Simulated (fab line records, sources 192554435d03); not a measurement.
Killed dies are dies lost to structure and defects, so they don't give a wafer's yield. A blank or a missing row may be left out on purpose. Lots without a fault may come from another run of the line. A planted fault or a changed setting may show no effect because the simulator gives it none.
Which tool did it? | flow n5_finfet | 10 lots, 29 wafers sampled, at 5 steps of a route of 1938

WHAT THE GAUGES READ, wafer by wafer
N5_BEOL_M4_RC_MEAS_101. Usual: DIBL_N 36.0 mV/V, standard deviation 1.9; DIBL_P 35.6 mV/V, standard deviation 2.2; IOFF_N 0.15 nA/um, standard deviation 0.031; IOFF_P 0.19 nA/um, standard deviation 0.032; ION_N 668 uA/um, standard deviation 11; ION_P 455 uA/um, standard deviation 7.2; SS_N 71.5 mV/dec, standard deviation 0.65; SS_P 73.4 mV/dec, standard deviation 0.64; VT_N 251 mV, standard deviation 3.6; VT_P -253 mV, standard deviation 3.3.
lot  | measured     | on        | DIBL_N (mV/V)  | DIBL_P (mV/V)  | IOFF_N (nA/um) | IOFF_P (nA/um) | ION_N (uA/um) | ION_P (uA/um) | SS_N (mV/dec)  | SS_P (mV/dec)  | VT_N (mV)   | VT_P (mV)      | flag
L994 | day 8 22:11  | prober-01 | 36.4 35.7 37.5 | 35.6 34.2 36.3 | 0.15 0.14 0.17 | 0.21 0.19 0.22 | 671 664 675   | 461 460 457   | 70.7 70.1 71.0 | 73.6 73.3 73.7 | 249 251 250 | -249 -251 -250 |
L998 | day 9 23:53  | prober-01 | 34.7 40.0 37.7 | 34.5 38.0 36.0 | 0.14 0.23 0.18 | 0.19 0.25 0.22 | 665 681 669   | 458 457 465   | 70.7 72.7 71.5 | 72.5 74.4 74.2 | 252 249 249 | -251 -250 -251 |
L100 | day 11 01:13 | prober-01 | 37.8 36.1      | 38.5 37.7      | 0.18 0.16      | 0.21 0.21      | 682 677       | 457 466       | 72.4 71.5      | 73.8 73.6      | 249 248     | -252 -252      |
L102 | day 11 08:01 | prober-02 | 34.0 34.2 32.9 | 33.2 32.6 32.8 | 0.12 0.12 0.11 | 0.19 0.17 0.17 | 650 660 665   | 452 453 458   | 71.2 71.1 71.4 | 72.7 72.7 72.7 | 255 257 254 | -251 -255 -254 |
L106 | day 13 07:22 | prober-01 | 38.7 37.5 37.1 | 37.3 35.6 35.4 | 0.17 0.15 0.15 | 0.22 0.19 0.18 | 674 672 659   | 461 454 446   | 71.9 72.2 71.0 | 74.7 73.6 73.3 | 250 251 256 | -250 -251 -255 |
L109 | day 13 17:46 | prober-01 | 36.3 35.7 36.9 | 38.5 36.3 38.1 | 0.16 0.16 0.18 | 0.21 0.17 0.20 | 666 666 668   | 458 445 458   | 71.4 72.0 72.0 | 73.7 73.4 73.8 | 248 249 251 | -253 -258 -256 |
L111 | day 14 10:49 | prober-01 | 38.0 36.8 38.8 | 36.6 34.7 37.1 | 0.17 0.14 0.18 | 0.21 0.18 0.21 | 677 666 683   | 463 459 461   | 70.9 71.3 72.0 | 74.0 73.7 73.4 | 249 248 248 | -251 -253 -250 |
L115 | day 14 13:58 | prober-02 | 38.4 35.8 36.5 | 38.5 34.8 36.0 | 0.20 0.15 0.17 | 0.25 0.20 0.22 | 679 679 675   | 460 463 465   | 72.8 71.7 72.1 | 73.9 73.3 74.1 | 247 251 250 | -249 -251 -252 |
L113 | day 14 19:54 | prober-01 | 37.3 36.7 38.7 | 36.5 35.3 39.4 | 0.17 0.15 0.21 | 0.20 0.18 0.25 | 679 665 686   | 457 451 462   | 71.4 72.2 72.4 | 73.6 72.7 73.9 | 247 250 243 | -251 -253 -251 |
L116 | day 14 21:43 | prober-02 | 33.1 34.7 34.6 | 33.5 35.8 37.0 | 0.11 0.13 0.14 | 0.13 0.16 0.17 | 662 666 665   | 444 443 449   | 70.6 71.6 71.9 | 72.9 73.6 74.3 | 259 255 252 | -262 -262 -259 |

WHICH TOOL RAN EACH LOT (tool, then ch and the chambers of the sampled wafers, then the start)
lot  | N5_BEOL_M1_SPUTTER_48        | N5_BEOL_M1_ANNEAL_89         | N5_BEOL_M1_CMP_52             | N5_BEOL_M1_PRE_CLEAN_60
L994 | pvd_sputter-02, day 6 11:13  | pvd_sputter-02, day 6 12:10  | cmp-04 ch 0,2,3, day 6 13:32  | cvd_co-02 ch 0,1,2, day 6 13:52
L998 | pvd_sputter-03, day 7 15:03  | pvd_sputter-03, day 7 16:01  | cmp-02 ch 1,2,3, day 7 17:25  | cvd_co-02 ch 0,1,2, day 7 17:49
L100 | pvd_sputter-02, day 8 00:28  | pvd_sputter-02, day 8 01:26  | cmp-02 ch 0,1, day 8 02:46    | cvd_co-01 ch 1,2, day 8 03:04
L102 | pvd_sputter-03, day 8 13:56  | pvd_sputter-03, day 8 14:54  | cmp-03 ch 0,1,2, day 8 16:23  | cvd_co-01 ch 0,1,2, day 8 16:37
L106 | pvd_sputter-02, day 10 14:37 | pvd_sputter-02, day 10 15:35 | cmp-03 ch 0,1,2, day 10 16:55 | cvd_co-01 ch 1,2, day 10 17:12
L109 | pvd_sputter-03, day 11 02:58 | pvd_sputter-03, day 11 03:55 | cmp-04 ch 0,2,3, day 11 05:15 | cvd_co-01 ch 0,2, day 11 05:32
L111 | pvd_sputter-01, day 11 17:56 | pvd_sputter-01, day 11 18:54 | cmp-03 ch 1,3, day 11 20:11   | cvd_co-02 ch 0,1,2, day 11 20:31
L115 | pvd_sputter-01, day 11 19:53 | pvd_sputter-01, day 12 07:38 | cmp-03 ch 1,2, day 12 08:56   | cvd_co-01 ch 0,1,2, day 12 09:16
L113 | pvd_sputter-02, day 11 22:35 | pvd_sputter-02, day 11 23:32 | cmp-04 ch 0,1,3, day 12 00:59 | cvd_co-01 ch 1,2, day 12 01:26
L116 | pvd_sputter-02, day 12 03:10 | pvd_sputter-02, day 12 04:08 | cmp-03 ch 1,2,3, day 12 05:26 | cvd_co-01 ch 0,2, day 12 05:46
- N5_BEOL_M1_SPUTTER_48: material Cu, target thk 4.5 nm, time 8.29 s.
- N5_BEOL_M1_ANNEAL_89: time 240 s.
- N5_BEOL_M1_CMP_52: polishes, stops on SiOC, t overpolish 6.8 s, target thk 40 nm.
- N5_BEOL_M1_PRE_CLEAN_60: time 15 s.

WHAT THE TOOLS THEMSELVES READ (means of the sampled wafers that have a number; where no wafer has one, the mark that the record gives instead)
N5_BEOL_M1_SPUTTER_48. Usual: throttle_valve_pct 29.7 %, standard deviation 0.59.
lot  | tool           | throttle_valve_pct (%) | flag
L994 | pvd_sputter-02 | 29.6                   |
L998 | pvd_sputter-03 | 29.9                   |
L100 | pvd_sputter-02 | 29.7                   |
L102 | pvd_sputter-03 | 30.2                   |
L106 | pvd_sputter-02 | 29.9                   |
L109 | pvd_sputter-03 | 29.7                   |
L111 | pvd_sputter-01 | 30.5                   |
L115 | pvd_sputter-01 | 29.8                   |
L113 | pvd_sputter-02 | 29.7                   |
L116 | pvd_sputter-02 | 29.5                   |

N5_BEOL_M1_ANNEAL_89. Usual: heater_power_w 855 W, standard deviation 83.
lot  | tool           | heater_power_w (W) | flag
L994 | pvd_sputter-02 | 835                |
L998 | pvd_sputter-03 | 845                |
L100 | pvd_sputter-02 | 895                |
L102 | pvd_sputter-03 | 751                |
L106 | pvd_sputter-02 | 852                |
L109 | pvd_sputter-03 | 790                |
L111 | pvd_sputter-01 | 749                |
L115 | pvd_sputter-01 | 841                |
L113 | pvd_sputter-02 | 857                |
L116 | pvd_sputter-02 | 877                |

N5_BEOL_M1_CMP_52. Usual: barrier_field_endpoint_s 24.7 s, standard deviation 0.58; head_pressure_psi 1.0001 psi, standard deviation 0.0022; motor_current_A 6.0 A, standard deviation 0.46; overpolish_run_s 6.799 s, standard deviation 0.0082; slurry_filter_dp_kPa 13.50 kPa, standard deviation 0.14; time_to_endpoint_s 62.0 s, standard deviation 2.9.
lot  | tool   | barrier_field_endpoint_s (s) | head_pressure_psi (psi) | motor_current_A (A) | overpolish_run_s (s) | slurry_filter_dp_kPa (kPa) | time_to_endpoint_s (s) | flag
L994 | cmp-04 | 24.6                         | 1.0002                  | 5.8                 | 6.797                | 13.53                      | 59.5                   |
L998 | cmp-02 | 41.1                         | 0.3347                  | 4.8                 | 0.032                | 13.55                      | 62.2                   | OFF
L100 | cmp-02 | 41.1                         | 0.3346                  | 4.5                 | 0.036                | 13.50                      | 65.5                   | OFF
L102 | cmp-03 | 24.7                         | 1.0009                  | 5.9                 | 6.796                | 13.47                      | 59.0                   |
L106 | cmp-03 | 24.6                         | 0.9996                  | 6.2                 | 6.801                | 13.57                      | 63.4                   |
L109 | cmp-04 | 24.3                         | 1.0020                  | 5.8                 | 6.799                | 13.54                      | 61.0                   |
L111 | cmp-03 | 24.9                         | 1.0007                  | 6.2                 | 6.804                | 13.54                      | 59.6                   |
L115 | cmp-03 | 24.2                         | 1.0005                  | 6.2                 | 6.802                | 13.40                      | 62.0                   |
L113 | cmp-04 | 25.0                         | 0.9998                  | 5.6                 | 6.806                | 13.57                      | 63.4                   |
L116 | cmp-03 | 24.8                         | 0.9994                  | 6.2                 | 6.801                | 13.46                      | 62.5                   |

N5_BEOL_M1_PRE_CLEAN_60. Usual: heater_power_w 90 W, standard deviation 12.
lot  | tool      | heater_power_w (W) | flag
L994 | cvd_co-02 | 90                 |
L998 | cvd_co-02 | 89                 |
L100 | cvd_co-01 | 85                 |
L102 | cvd_co-01 | 91                 |
L106 | cvd_co-01 | 92                 |
L109 | cvd_co-01 | 103                |
L111 | cvd_co-02 | 90                 |
L115 | cvd_co-01 | 91                 |
L113 | cvd_co-01 | 79                 |
L116 | cvd_co-01 | 102                |

THE ANSWER, worked out from the rows above alone
Rule: a lot is off if the mean of its wafers that have a number lies more than 3 standard deviations from the usual mean. A lot without any number at a reading at which 4 lots or more have one is off too. The other lots that the step has rows for count as sound. The gauges are gone through in route order, then the tools' own readings, and for those a lot's mean is taken as printed above. The first step at which some lot is off is used, and at that step the reading that is off furthest; a lot without a number counts as furthest.
Off: L998, L100, at N5_BEOL_M1_CMP_52 (overpolish_run_s).
A tool fits if, at that step or a process step before it, it ran every lot that is off, and no sound lot after the first of them. One fits: cmp-02 at N5_BEOL_M1_CMP_52. It ran no sound lot before its first lot that is off in this sample, so the start can't be narrowed down.
The tool's own readings at N5_BEOL_M1_CMP_52 bear it out: on the lots that are off they differ by more than 5 times the standard deviation of the sound lots' means. barrier_field_endpoint_s reads 41.1 s there against 24.6 s on the sound lots; head_pressure_psi reads 0.3347 psi there against 1.0004 psi on the sound lots; motor_current_A reads 4.7 A there against 6.0 A on the sound lots; overpolish_run_s reads 0.034 s there against 6.801 s on the sound lots.

WHAT THE SIMULATOR HAD PUT IN
Process parameter drift: cmp-02, from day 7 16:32 on, at N5_BEOL_M1_CMP_52. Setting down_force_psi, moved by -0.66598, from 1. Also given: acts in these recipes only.
Lots struck among those shown: L998, L100. The rule above found the same.
